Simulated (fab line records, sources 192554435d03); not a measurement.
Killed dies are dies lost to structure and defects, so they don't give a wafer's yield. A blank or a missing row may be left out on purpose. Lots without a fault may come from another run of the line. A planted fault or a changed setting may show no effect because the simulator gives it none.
Chamber matching | flow n5_finfet | N5_BEOL_M10_ETCH_66 on rie_diel-05: 4 sister chambers
The step etches SOC in N2/H2, target depth 120 nm, overetch 24 nm, time 180 s. 24 wafers are shown with their chamber, then 12 later ones without.

WAFERS WITH THEIR CHAMBER
wafer  | chamber | drypump_motor_current_A (A) | showerhead_plenum_p_Torr (Torr) | throttle_valve_pct (%)
L074.1 | 2       | 5.6                         | 2.62                            | 17.49
L074.3 | 1       | 5.2                         | 2.52                            | 17.92
L074.6 | 1       | 5.2                         | 2.52                            | 17.93
L076.1 | 3       | 5.2                         | 2.48                            | 17.86
L076.4 | 2       | 5.7                         | 2.62                            | 17.49
L076.6 | 1       | 5.2                         | 2.52                            | 17.94
L075.1 | 1       | 5.2                         | 2.52                            | 17.93
L075.3 | 3       | 5.2                         | 2.48                            | 17.87
L075.6 | 0       | 5.7                         | 2.51                            | 17.85
L077.2 | 0       | 5.7                         | 2.51                            | 17.86
L077.3 | 2       | 5.7                         | 2.62                            | 17.53
L077.5 | 1       | 5.2                         | 2.52                            | 17.94
L081.3 | 0       | 5.7                         | 2.51                            | 17.87
L081.5 | 2       | 5.7                         | 2.62                            | 17.52
L081.6 | 0       | 5.7                         | 2.51                            | 17.87
L083.2 | 3       | 5.2                         | 2.48                            | 17.88
L083.3 | 0       | 5.7                         | 2.51                            | 17.88
L083.4 | 1       | 5.2                         | 2.51                            | 17.97
L085.1 | 2       | 5.7                         | 2.61                            | 17.55
L085.2 | 0       | 5.7                         | 2.50                            | 17.89
L085.3 | 3       | 5.2                         | 2.48                            | 17.91
L086.1 | 1       | 5.2                         | 2.51                            | 17.97
L086.2 | 0       | 5.7                         | 2.50                            | 17.90
L086.4 | 2       | 5.7                         | 2.61                            | 17.54

SIGNATURES (means of the wafers above)
reading                  | chamber 0 | chamber 1 | chamber 2 | chamber 3 | scatter within a chamber
drypump_motor_current_A  | 5.700     | 5.200     | 5.683     | 5.200     | 0.0204
showerhead_plenum_p_Torr | 2.5071    | 2.5171    | 2.6167    | 2.4800    | 0.00458
throttle_valve_pct       | 17.8743   | 17.9429   | 17.5200   | 17.8800   | 0.0209
Rule: a wafer's distance from a chamber is the root of the sum, over the readings, of the square of ((its reading less the chamber's mean) divided by the reading's scatter). The wafer belongs to the nearest chamber; if the next one is less than 2 further off, it can't be placed. The scatter: the root of (the sum of the squares of (reading less its chamber's mean) over the shown wafers, divided by (wafers less chambers)).

WAFERS WITHOUT THEIR CHAMBER
wafer  | drypump_motor_current_A (A) | showerhead_plenum_p_Torr (Torr) | throttle_valve_pct (%)
L088.2 | 5.7                         | 2.50                            | 17.90
L088.3 | 5.2                         | 2.51                            | 17.99
L088.5 | 5.7                         | 2.50                            | 17.89
L090.1 | 5.2                         | 2.47                            | 17.91
L090.3 | 5.7                         | 2.61                            | 17.56
L090.4 | 5.7                         | 2.50                            | 17.91
L093.2 | 5.7                         | 2.50                            | 17.94
L093.5 | 5.7                         | 2.50                            | 17.93
L093.6 | 5.2                         | 2.50                            | 17.98
L095.1 | 5.7                         | 2.50                            | 17.94
L095.2 | 5.2                         | 2.50                            | 18.00
L095.6 | 5.7                         | 2.60                            | 17.55

WHICH CHAMBER EACH WENT THROUGH
wafer  | from the rows above | in truth
L088.2 | 0                   | 0
L088.3 | 1                   | 1
L088.5 | 0                   | 0
L090.1 | 3                   | 3
L090.3 | 2                   | 2
L090.4 | 0                   | 0
L093.2 | 0                   | 0
L093.5 | 0                   | 0
L093.6 | 1                   | 1
L095.1 | 0                   | 0
L095.2 | 1                   | 1
L095.6 | 2                   | 2
Placed correctly: 12 of 12. Can't be placed from these rows: 0. Placed wrongly: 0.
